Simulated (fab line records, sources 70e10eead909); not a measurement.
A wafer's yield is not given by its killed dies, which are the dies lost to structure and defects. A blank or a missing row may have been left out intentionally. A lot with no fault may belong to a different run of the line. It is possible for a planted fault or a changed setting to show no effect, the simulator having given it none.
fab line records    flow nandHarc
record lots=24  wafers=72  lastDay=32
route steps=1302 shown P_M2@334 P_BONDPAD@370 A_ONON_D1@429
lots that met no fault: taken from a fault-free run of the same line
startH: the number of hours between the record's first day and the start of the first shown wafer of the lot    waitH: hours elapsed since this lot's preceding step    " repeats the value in the row above    L1.1+2: one row covering several wafers at once    - value missing, or start not given    * or withheld: withheld    < > ~ a bound
route shown NAME@n: a module of which the file shows steps, and the number in the route of the first    usual: mean/standard deviation taken from wafers without a fault    same: alike in all rows    chamber/n: place in a boat    sites: per-site readings    _std_site: the standard deviation of these    _edge_site: inner sites' mean taken away from outer sites' mean    radiusMm: for every site, how far away it sits from the centre of the wafer    mask NAME#n: copy n    behind: the last tool/chamber to shape the wafer    hold: why the lot was held/for how many hours/how that ended    device: whichever transistor did not switch (one of n, p or np)    end of line: tests of these same wafers at the route's end    where a step has no rows: the recipe by itself    killed: not the wafer's yield, but the dies lost to structure and defects at the first sort    map: a wafer's dies, marking killed ones x, the rest . and places with no die _
set.NAME: the setting the step ran with; set.NAME@STEP: the setting that earlier step ran with    model.NAME: the simulator's own value behind a step, which no gauge read
route steps across a sampled set of lots; one table per step, one row per wafer
services: from which hour (startH, from the record's first day; less than 0 if before it) a tool's chamber was out of use, for how many hours, and why
## steps
# step NHARC_P_M2_CD_MEAS_16
# usual cdNm=169.9/1.1
lot.wafer  tool      chamber  startH  waitH  cdNm
L074.2     cdSem-03  -        136.35  -      169.1
L074.3     "         -        "       "      170.8
L074.4     "         -        "       "      168.7
L075.2     cdSem-01  -        138.01  -      171.2
L075.5     "         -        "       "      170.2
L075.6     "         -        "       "      171.5
L076.2     cdSem-02  -        147.90  -      170.9
L076.3     "         -        "       "      172.1
L076.6     "         -        "       "      172.0
L077.2     cdSem-02  -        164.08  -      168.8
L077.3     "         -        "       "      170.5
L077.4     "         -        "       "      167.9
L078.3     cdSem-02  -        164.99  -      170.9
L078.4     "         -        "       "      171.3
L078.6     "         -        "       "      170.3
L079.1     cdSem-01  -        175.68  -      171.2
L079.3     "         -        "       "      171.7
L079.6     "         -        "       "      171.7
L080.2     cdSem-01  -        193.01  -      169.0
L080.3     "         -        "       "      169.7
L080.5     "         -        "       "      170.2
L081.1     cdSem-03  -        199.49  -      169.1
L081.3     "         -        "       "      169.7
L081.5     "         -        "       "      168.6
L082.2     cdSem-01  -        209.63  -      171.0
L082.4     "         -        "       "      170.1
L082.5     "         -        "       "      171.2
L084.1     cdSem-02  -        226.21  -      169.8
L084.3     "         -        "       "      168.5
L084.4     "         -        "       "      172.0
L083.1     cdSem-01  -        227.20  -      169.5
L083.3     "         -        "       "      169.9
L083.4     "         -        "       "      169.0
L085.3     cdSem-02  -        243.20  -      171.7
L085.5     "         -        "       "      170.6
L085.6     "         -        "       "      170.4
L086.1     cdSem-01  -        248.44  -      172.0
L086.4     "         -        "       "      169.6
L086.6     "         -        "       "      169.4
L087.1     cdSem-02  -        254.93  -      168.5
L087.4     "         -        "       "      170.1
L087.6     "         -        "       "      168.4
L088.1     cdSem-01  -        272.51  -      170.8
L088.4     "         -        "       "      168.6
L088.6     "         -        "       "      170.5
L089.4     cdSem-01  -        278.55  -      171.6
L089.5     "         -        "       "      169.9
L089.6     "         -        "       "      171.0
L090.3     cdSem-01  -        293.58  -      171.1
L090.4     "         -        "       "      170.6
L090.5     "         -        "       "      170.4
L091.3     cdSem-01  -        307.73  -      170.4
L091.4     "         -        "       "      168.4
L091.5     "         -        "       "      169.5
L092.1     cdSem-02  -        319.61  -      170.0
L092.3     "         -        "       "      169.2
L092.5     "         -        "       "      169.0
L093.2     cdSem-02  -        325.32  -      167.8
L093.3     "         -        "       "      168.4
L093.6     "         -        "       "      168.6
L094.1     cdSem-01  -        329.20  -      167.5
L094.3     "         -        "       "      170.0
L094.4     "         -        "       "      169.5
L096.3     cdSem-02  -        341.96  -      168.7
L096.5     "         -        "       "      170.8
L096.6     "         -        "       "      169.6
L095.2     cdSem-03  -        342.81  -      167.4
L095.3     "         -        "       "      169.2
L095.5     "         -        "       "      168.7
L097.1     cdSem-03  -        359.19  -      170.1
L097.3     "         -        "       "      169.7
L097.4     "         -        "       "      167.6
# step NHARC_P_M2_ETCH_28
# recipe targetDepthA=300  overEtchFrac=0.3  timeS=72.99  ionEnergyEv=150  cf4FlowSccm=50  n2FlowSccm=100  arFlowSccm=150  rfW=300  biasW=100  chemistry=CF4/N2
# usual drypumpMotorCurrentA=5.8/0.47  n2FlowSccm=99.97/0.28  oesProductAu=1.000/0.011  rfVppV=314.1/1.9  showerheadPlenumPTorr=2.62/0.099  throttleValvePct=19.795/0.0091
lot.wafer  tool        chamber  startH  waitH  drypumpMotorCurrentA  n2FlowSccm  oesProductAu  rfHoursCounterH  rfVppV  showerheadPlenumPTorr  throttleValvePct
L074.2     rieDiel-13  2        -       -      5.4                   99.83       0.993         5.1              317.3   2.82                   19.791
L074.4     "           3        "       "      5.7                   100.16      1.019         6.5              314.5   2.58                   19.799
L074.3     "           1        "       "      6.2                   100.06      0.999         7.1              318.2   2.76                   19.798
L075.2     rieDiel-12  1        -       -      6.0                   100.33      1.011         3.4              314.9   2.59                   19.791
L075.6     "           2        "       "      5.2                   100.13      1.018         -                312.5   2.55                   19.798
L075.5     "           3        "       "      6.6                   100.30      1.001         -                313.0   2.62                   19.801
L076.3     rieDiel-12  0        -       -      5.6                   99.45       0.994         4.0              314.3   2.71                   19.800
L076.2     "           2        "       "      5.2                   100.32      1.011         3.5              313.9   2.55                   19.805
L076.6     "           3        "       "      6.7                   100.34      0.997         -                314.4   2.62                   19.781
L077.4     rieDiel-03  3        -       -      5.8                   100.43      1.004         2.1              311.2   2.52                   19.790
L077.2     "           0        "       "      6.6                   99.76       0.996         3.4              315.0   2.67                   19.799
L077.3     "           1        "       "      6.0                   100.15      0.998         2.1              315.6   2.70                   19.784
L078.3     rieDiel-03  2        -       -      5.6                   100.25      0.992         2.7              313.7   2.51                   19.799
L078.4     "           0        "       "      6.6                   99.97       1.004         3.5              313.5   2.67                   19.802
L078.6     "           3        "       "      5.8                   99.84       1.001         -                311.5   2.52                   19.795
L079.1     rieDiel-12  2        -       -      5.2                   99.80       1.009         7.0              312.5   2.55                   19.801
L079.3     "           0        "       "      5.6                   99.64       0.989         6.1              315.3   2.71                   19.810
L079.6     "           2        "       "      5.2                   99.66       1.006         -                312.1   2.55                   19.788
L080.3     rieDiel-03  1        -       -      6.1                   99.61       1.006         3.5              315.8   2.70                   19.774
L080.2     "           3        "       "      5.8                   99.98       0.998         4.3              313.8   2.52                   19.794
L080.5     "           0        "       "      6.6                   100.10      1.004         -                316.7   2.67                   19.782
L081.1     rieDiel-13  1        -       -      6.2                   99.89       0.992         0.8              317.5   2.76                   19.788
L081.3     "           2        "       "      5.4                   100.47      0.985         1.1              318.0   2.82                   19.800
L081.5     "           0        "       "      5.3                   99.72       1.006         -                309.8   2.46                   19.809
L082.4     rieDiel-12  2        -       -      5.2                   99.80       1.010         8.5              313.0   2.55                   19.795
L082.2     "           3        "       "      6.7                   100.10      1.000         8.3              312.9   2.61                   19.800
L082.5     "           1        "       "      6.0                   100.08      1.012         -                313.3   2.59                   19.794
L084.4     rieDiel-03  1        -       -      6.0                   99.90       1.012         4.3              315.0   2.70                   19.797
L084.1     "           2        "       "      5.6                   99.60       0.991         5.7              312.5   2.51                   19.794
L084.3     "           3        "       "      5.8                   99.74       0.998         5.3              313.1   2.52                   19.798
L083.1     rieDiel-13  2        -       -      5.4                   100.61      0.996         2.3              317.6   2.82                   19.789
L083.4     "           3        "       "      5.7                   99.83       1.018         2.7              312.3   2.58                   19.806
L083.3     "           0        "       "      5.3                   100.17      1.019         2.4              312.4   2.46                   19.812
L085.3     rieDiel-12  0        -       -      5.6                   99.72       1.008         11.6             316.2   2.71                   19.790
L085.6     "           0        "       "      5.6                   99.54       1.006         -                315.3   2.71                   19.798
L085.5     "           1        "       "      5.9                   99.81       0.987         -                313.8   2.59                   19.788
L086.4     rieDiel-12  1        -       -      5.9                   100.27      0.999         11.3             314.1   2.59                   19.795
L086.1     "           2        "       "      5.2                   99.76       1.012         11.1             313.2   2.55                   19.798
L086.6     "           2        "       "      5.2                   100.01      1.007         -                312.9   2.55                   19.805
L087.1     rieDiel-03  3        -       -      5.8                   99.45       0.999         7.7              313.3   2.52                   19.789
L087.4     "           0        "       "      6.6                   99.97       0.986         7.4              313.0   2.67                   19.796
L087.6     "           2        "       "      5.6                   99.85       0.986         -                312.2   2.51                   19.800
L088.4     rieDiel-13  1        -       -      6.2                   100.36      0.977         4.5              315.9   2.76                   19.799
L088.1     "           3        "       "      5.7                   99.90       0.997         5.4              312.8   2.58                   19.812
L088.6     "           1        "       "      6.2                   100.29      0.991         -                315.6   2.76                   19.791
L089.4     rieDiel-13  3        -       -      5.7                   100.44      1.009         5.6              313.6   2.58                   19.798
L089.6     "           3        "       "      5.7                   99.90       1.007         -                314.9   2.58                   19.799
L089.5     "           0        "       "      5.3                   99.99       1.021         -                311.8   2.46                   19.780
L090.4     rieDiel-13  3        -       -      5.7                   100.13      1.016         6.1              313.0   2.58                   19.790
L090.3     "           0        "       "      5.3                   100.09      1.005         6.0              310.6   2.46                   19.814
L090.5     "           2        "       "      5.4                   100.52      1.006         -                317.1   2.81                   19.804
L091.4     rieDiel-12  0        -       -      5.6                   99.91       0.981         1.2              316.4   2.71                   19.805
L091.3     "           1        "       "      6.0                   100.46      0.988         1.1              314.3   2.59                   19.800
L091.5     "           0        "       "      5.6                   99.92       0.987         -                315.9   2.71                   19.794
L092.1     rieDiel-13  0        -       -      5.3                   99.54       1.005         7.4              312.5   2.46                   19.796
L092.3     "           2        "       "      5.4                   100.05      0.984         6.6              317.0   2.81                   19.793
L092.5     "           2        "       "      5.4                   99.67       0.999         -                316.5   2.81                   19.794
L093.2     rieDiel-12  0        -       -      5.6                   99.82       0.988         3.6              314.4   2.70                   19.779
L093.3     "           3        "       "      6.6                   100.27      1.004         3.7              312.2   2.61                   19.807
L093.6     "           0        "       "      5.6                   100.11      0.972         -                315.6   2.71                   19.791
L094.1     rieDiel-12  3        -       -      6.6                   99.40       1.004         4.2              315.5   2.61                   19.791
L094.3     "           0        "       "      5.6                   100.34      0.989         4.1              314.9   2.70                   19.789
L094.4     "           1        "       "      6.0                   99.74       1.003         4.5              312.4   2.59                   19.769
L096.3     rieDiel-03  2        -       -      5.6                   100.23      0.999         4.2              312.3   2.50                   19.801
L096.5     "           0        "       "      6.6                   100.45      1.019         -                316.0   2.67                   19.796
L096.6     "           1        "       "      6.0                   99.77       0.978         -                315.1   2.69                   19.801
L095.2     rieDiel-03  2        -       -      5.6                   99.92       1.000         4.3              311.7   2.50                   19.813
L095.3     "           3        "       "      5.8                   99.88       0.988         4.2              313.3   2.52                   19.781
L095.5     "           1        "       "      6.0                   99.76       0.969         -                313.6   2.69                   19.801
L097.1     rieDiel-12  3        -       -      6.6                   100.12      1.002         6.1              313.6   2.61                   19.784
L097.3     "           0        "       "      5.6                   100.10      0.986         5.9              315.3   2.70                   19.799
L097.4     "           1        "       "      5.9                   99.78       1.020         6.3              315.5   2.58                   19.786
# step NHARC_P_M2_PVD_20
# recipe targetThkA=50  biasV=168.6  powerW=15000  chamberPressurePa=0.12  timeS=8.06  substrateTempC=50  material=TaN
# usual throttleValvePct=30.0/1
lot.wafer  tool           chamber  startH  waitH  throttleValvePct
L074.3     pvdSputter-03  -        -       -      27.7
L074.2     "              -        "       "      31.4
L074.4     "              -        "       "      30.1
L075.2     pvdSputter-02  -        -       -      31.1
L075.6     "              -        "       "      29.4
L075.5     "              -        "       "      30.9
L076.2     pvdSputter-01  -        -       -      28.4
L076.3     "              -        "       "      28.9
L076.6     "              -        "       "      29.4
L077.4     pvdSputter-03  -        -       -      28.2
L077.2     "              -        "       "      31.3
L077.3     "              -        "       "      30.4
L078.3     pvdSputter-01  -        -       -      28.2
L078.4     "              -        "       "      31.6
L078.6     "              -        "       "      28.1
L079.1     pvdSputter-01  -        -       -      29.2
L079.3     "              -        "       "      28.3
L079.6     "              -        "       "      31.9
L080.3     pvdSputter-02  -        -       -      30.5
L080.2     "              -        "       "      29.3
L080.5     "              -        "       "      30.9
L081.1     pvdSputter-03  -        -       -      30.8
L081.3     "              -        "       "      29.8
L081.5     "              -        "       "      29.4
L082.2     pvdSputter-02  -        -       -      29.5
L082.4     "              -        "       "      30.7
L082.5     "              -        "       "      29.5
L084.4     pvdSputter-02  -        -       -      30.9
L084.1     "              -        "       "      29.3
L084.3     "              -        "       "      29.6
L083.4     pvdSputter-02  -        -       -      29.2
L083.3     "              -        "       "      29.5
L083.1     "              -        "       "      30.8
L085.3     pvdSputter-02  -        -       -      30.7
L085.6     "              -        "       "      31.0
L085.5     "              -        "       "      29.4
L086.1     pvdSputter-02  -        -       -      30.9
L086.4     "              -        "       "      29.3
L086.6     "              -        "       "      29.6
L087.4     pvdSputter-02  -        -       -      29.5
L087.1     "              -        "       "      29.4
L087.6     "              -        "       "      30.9
L088.1     pvdSputter-03  -        -       -      31.0
L088.4     "              -        "       "      30.3
L088.6     "              -        "       "      28.3
L089.4     pvdSputter-02  -        -       -      31.0
L089.5     "              -        "       "      31.1
L089.6     "              -        "       "      29.4
L090.4     pvdSputter-02  -        -       -      30.9
L090.3     "              -        "       "      31.9
L090.5     "              -        "       "      29.5
L091.4     pvdSputter-03  -        -       -      31.0
L091.3     "              -        "       "      29.4
L091.5     "              -        "       "      28.3
L092.1     pvdSputter-02  -        -       -      29.7
L092.3     "              -        "       "      32.3
L092.5     "              -        "       "      29.6
L093.2     pvdSputter-02  -        -       -      29.9
L093.3     "              -        "       "      29.5
L093.6     "              -        "       "      29.9
L094.1     pvdSputter-02  -        -       -      30.8
L094.4     "              -        "       "      29.4
L094.3     "              -        "       "      31.8
L096.3     pvdSputter-03  -        -       -      30.7
L096.6     "              -        "       "      28.2
L096.5     "              -        "       "      30.4
L095.3     pvdSputter-02  -        -       -      29.6
L095.2     "              -        "       "      29.6
L095.5     "              -        "       "      31.7
L097.4     pvdSputter-02  -        -       -      30.9
L097.1     "              -        "       "      29.7
L097.3     "              -        "       "      31.7
# step NHARC_P_M2_PRE_CLEAN_32
# recipe timeS=12  tempC=370  rfPowerW=300  gas=NH3
# usual heaterPowerW=656/94
lot.wafer  tool      chamber  startH  waitH  heaterPowerW
L074.3     pecvd-04  1        138.71  0.1    688
L074.2     "         2        "       "      837
L074.4     "         0        "       "      552
L075.2     pecvd-04  0        140.39  0.1    572
L075.6     "         2        "       "      775
L075.5     "         0        "       "      587
L076.2     pecvd-01  1        150.26  0.1    773
L076.3     "         1        "       "      800
L076.6     "         1        "       "      790
L077.2     pecvd-01  1        166.43  0.1    653
L077.3     "         2        "       "      598
L077.4     "         1        "       "      675
L078.3     pecvd-04  2        167.32  0.1    784
L078.4     "         2        "       "      791
L078.6     "         0        "       "      594
L079.3     pecvd-01  1        178.02  0.1    766
L079.1     "         0        "       "      610
L079.6     "         2        "       "      702
L080.2     pecvd-04  1        195.40  0.1    652
L080.3     "         0        "       "      551
L080.5     "         2        "       "      784
L081.1     pecvd-04  0        201.85  0.1    516
L081.3     "         1        "       "      672
L081.5     "         2        "       "      865
L082.2     pecvd-01  1        211.97  0.1    703
L082.4     "         1        "       "      704
L082.5     "         2        "       "      698
L084.1     pecvd-04  0        228.55  0.1    537
L084.3     "         2        "       "      852
L084.4     "         0        "       "      542
L083.3     pecvd-01  0        229.55  0.1    634
L083.1     "         1        "       "      736
L083.4     "         0        "       "      639
L085.3     pecvd-03  0        245.94  0.1    442
L085.6     "         1        "       "      612
L085.5     "         0        "       "      453
L086.1     pecvd-04  2        250.90  0.1    856
L086.4     "         0        "       "      526
L086.6     "         1        "       "      614
L087.1     pecvd-04  1        257.28  0.1    664
L087.4     "         0        "       "      537
L087.6     "         2        "       "      741
L088.1     pecvd-01  0        275.06  0.2    530
L088.6     "         1        "       "      780
L088.4     "         2        "       "      627
L089.6     pecvd-01  0        280.96  0.1    571
L089.5     "         1        "       "      780
L089.4     "         2        "       "      701
L090.3     pecvd-04  2        295.93  0.1    769
L090.4     "         1        "       "      651
L090.5     "         0        "       "      561
L091.3     pecvd-03  2        310.11  0.1    682
L091.4     "         0        "       "      544
L091.5     "         2        "       "      695
L092.3     pecvd-03  2        322.03  0.1    708
L092.1     "         0        "       "      494
L092.5     "         2        "       "      690
L093.2     pecvd-01  0        327.68  0.1    603
L093.3     "         1        "       "      661
L093.6     "         1        "       "      670
L094.1     pecvd-04  0        331.55  0.1    523
L094.3     "         1        "       "      693
L094.4     "         0        "       "      532
L096.3     pecvd-01  0        344.31  0.1    616
L096.6     "         2        "       "      698
L096.5     "         1        "       "      739
L095.3     pecvd-03  1        345.14  0.1    623
L095.2     "         2        "       "      631
L095.5     "         1        "       "      614
L097.3     pecvd-04  2        361.56  0.1    751
L097.1     "         0        "       "      582
L097.4     "         1        "       "      642
# step NHARC_P_BONDPAD_CD_MEAS_13
# usual cdNm=499.5/2.6
lot.wafer  tool      chamber  startH  waitH  cdNm
L074.2     cdSem-03  -        140.97  -      498.9
L074.3     "         -        "       "      499.4
L074.4     "         -        "       "      498.7
L075.2     cdSem-02  -        142.52  -      500.7
L075.5     "         -        "       "      501.5
L075.6     "         -        "       "      501.7
L076.2     cdSem-01  -        152.67  -      501.6
L076.3     "         -        "       "      505.4
L076.6     "         -        "       "      498.9
L077.2     cdSem-02  -        168.66  -      498.4
L077.3     "         -        "       "      497.8
L077.4     "         -        "       "      493.6
L078.3     cdSem-01  -        169.94  -      501.1
L078.4     "         -        "       "      500.0
L078.6     "         -        "       "      500.8
L079.1     cdSem-01  -        180.27  -      502.0
L079.3     "         -        "       "      501.9
L079.6     "         -        "       "      504.7
L080.2     cdSem-01  -        197.50  -      498.1
L080.3     "         -        "       "      496.1
L080.5     "         -        "       "      502.0
L081.1     cdSem-03  -        204.22  -      498.5
L081.3     "         -        "       "      494.1
L081.5     "         -        "       "      499.7
L082.2     cdSem-03  -        214.09  -      502.2
L082.4     "         -        "       "      503.4
L082.5     "         -        "       "      503.3
L084.1     cdSem-02  -        230.65  -      495.6
L084.3     "         -        "       "      497.5
L084.4     "         -        "       "      497.4
L083.1     cdSem-01  -        231.79  -      499.4
L083.3     "         -        "       "      503.2
L083.4     "         -        "       "      497.3
L085.3     cdSem-03  -        248.32  -      496.6
L085.5     "         -        "       "      493.4
L085.6     "         -        "       "      497.0
L086.1     cdSem-02  -        253.12  -      500.4
L086.4     "         -        "       "      497.9
L086.6     "         -        "       "      498.2
L087.1     cdSem-03  -        259.50  -      499.9
L087.4     "         -        "       "      497.7
L087.6     "         -        "       "      496.0
L088.1     cdSem-03  -        277.28  -      499.7
L088.4     "         -        "       "      502.8
L088.6     "         -        "       "      497.6
L089.4     cdSem-03  -        283.17  -      500.2
L089.5     "         -        "       "      498.9
L089.6     "         -        "       "      499.7
L090.3     cdSem-02  -        298.02  -      501.8
L090.4     "         -        "       "      498.3
L090.5     "         -        "       "      497.9
L091.3     cdSem-01  -        312.35  -      497.7
L091.4     "         -        "       "      501.2
L091.5     "         -        "       "      499.5
L092.1     cdSem-02  -        324.18  -      500.6
L092.3     "         -        "       "      494.1
L092.5     "         -        "       "      498.2
L093.2     cdSem-01  -        329.89  -      502.0
L093.3     "         -        "       "      497.6
L093.6     "         -        "       "      503.9
L094.1     cdSem-01  -        333.78  -      498.3
L094.3     "         -        "       "      504.2
L094.4     "         -        "       "      501.7
L096.3     cdSem-01  -        346.54  -      496.7
L096.5     "         -        "       "      500.2
L096.6     "         -        "       "      500.8
L095.2     cdSem-01  -        347.39  -      497.9
L095.3     "         -        "       "      498.9
L095.5     "         -        "       "      500.0
L097.1     cdSem-02  -        363.65  -      495.7
L097.3     "         -        "       "      496.8
L097.4     "         -        "       "      495.7
# step NHARC_A_ONON_D1_THK_MEAS_08
# recipe thkMeasGauge=ellipsometry
# usual thkNm=1003/9.5
lot.wafer  tool          chamber  startH  waitH  thkNm
L075.2     filmMetro-01  -        168.33  -      1011
L075.5     "             -        "       "      1010
L075.6     "             -        "       "      1011
L074.2     filmMetro-02  -        168.48  -      994
L074.3     "             -        "       "      994
L074.4     "             -        "       "      995
L076.2     filmMetro-02  -        179.81  -      1017
L076.3     "             -        "       "      1016
L076.6     "             -        "       "      1019
L077.2     filmMetro-02  -        197.78  -      1014
L077.3     "             -        "       "      1014
L077.4     "             -        "       "      1014
L078.3     filmMetro-02  -        197.83  -      1004
L078.4     "             -        "       "      1006
L078.6     "             -        "       "      1003
L079.1     filmMetro-02  -        210.41  -      1015
L079.3     "             -        "       "      1014
L079.6     "             -        "       "      1016
L080.2     filmMetro-01  -        231.26  -      1000
L080.3     "             -        "       "      1000
L080.5     "             -        "       "      1000
L081.1     filmMetro-01  -        231.26  -      997
L081.3     "             -        "       "      997
L081.5     "             -        "       "      996
L082.2     filmMetro-02  -        240.44  -      994
L082.4     "             -        "       "      995
L082.5     "             -        "       "      998
L083.1     filmMetro-02  -        257.30  -      1012
L083.3     "             -        "       "      1010
L083.4     "             -        "       "      1012
L084.1     filmMetro-02  -        257.36  -      989
L084.3     "             -        "       "      991
L084.4     "             -        "       "      990
L085.3     filmMetro-02  -        274.48  -      1014
L085.5     "             -        "       "      1013
L085.6     "             -        "       "      1015
L086.1     filmMetro-01  -        279.18  -      980
L086.4     "             -        "       "      981
L086.6     "             -        "       "      982
L087.1     filmMetro-01  -        288.32  -      1007
L087.4     "             -        "       "      1004
L087.6     "             -        "       "      1005
L088.1     filmMetro-01  -        305.47  -      1002
L088.4     "             -        "       "      1006
L088.6     "             -        "       "      1005
L089.4     filmMetro-02  -        310.33  -      1000
L089.5     "             -        "       "      1000
L089.6     "             -        "       "      1000
L090.3     filmMetro-01  -        326.54  -      1008
L090.4     "             -        "       "      1008
L090.5     "             -        "       "      1007
L091.3     filmMetro-01  -        341.76  -      993
L091.4     "             -        "       "      996
L091.5     "             -        "       "      998
L092.1     filmMetro-01  -        351.33  -      985
L092.3     "             -        "       "      985
L092.5     "             -        "       "      986
L093.2     filmMetro-01  -        356.99  -      1014
L093.3     "             -        "       "      1014
L093.6     "             -        "       "      1015
L094.1     filmMetro-01  -        361.62  -      997
L094.3     "             -        "       "      996
L094.4     "             -        "       "      996
L095.2     filmMetro-02  -        373.48  -      999
L095.3     "             -        "       "      998
L095.5     "             -        "       "      1001
L096.3     filmMetro-02  -        373.70  -      1006
L096.5     "             -        "       "      1005
L096.6     "             -        "       "      1006
L097.1     filmMetro-01  -        390.75  -      1006
L097.3     "             -        "       "      1004
L097.4     "             -        "       "      1006
## services
tool           chamber  startH  hours  kind
pecvd-01       -        130.07  13.0   pm
rieDiel-03     3        143.02  5.1    repair
rieDiel-03     1        144.61  4.3    repair
pecvd-01       2        147.05  3.9    repair
rieDiel-13     -        165.02  9.0    pm
rieDiel-12     -        178.74  0.9    repair
pecvd-01       1        191.96  15.8   repair
pvdSputter-02  -        198.33  7.1    repair
rieDiel-13     -        202.91  3.7    repair
rieDiel-03     1        214.61  2.2    repair
rieDiel-03     -        215.09  1.3    repair
rieDiel-03     3        258.41  12.7   repair
rieDiel-12     -        268.40  9.0    pm
pecvd-04       -        269.12  13.0   pm
rieDiel-03     -        281.38  9.0    pm
pvdSputter-02  -        282.00  10.0   pm
pecvd-01       1        287.19  4.1    repair
pecvd-01       2        289.87  2.5    repair
rieDiel-13     -        307.00  3.0    repair
pecvd-01       -        311.07  13.0   pm
rieDiel-13     1        318.56  13.0   repair
rieDiel-12     -        328.39  0.2    repair
rieDiel-13     3        330.22  12.1   repair
rieDiel-12     0        360.44  36.9   repair
## key
fault none
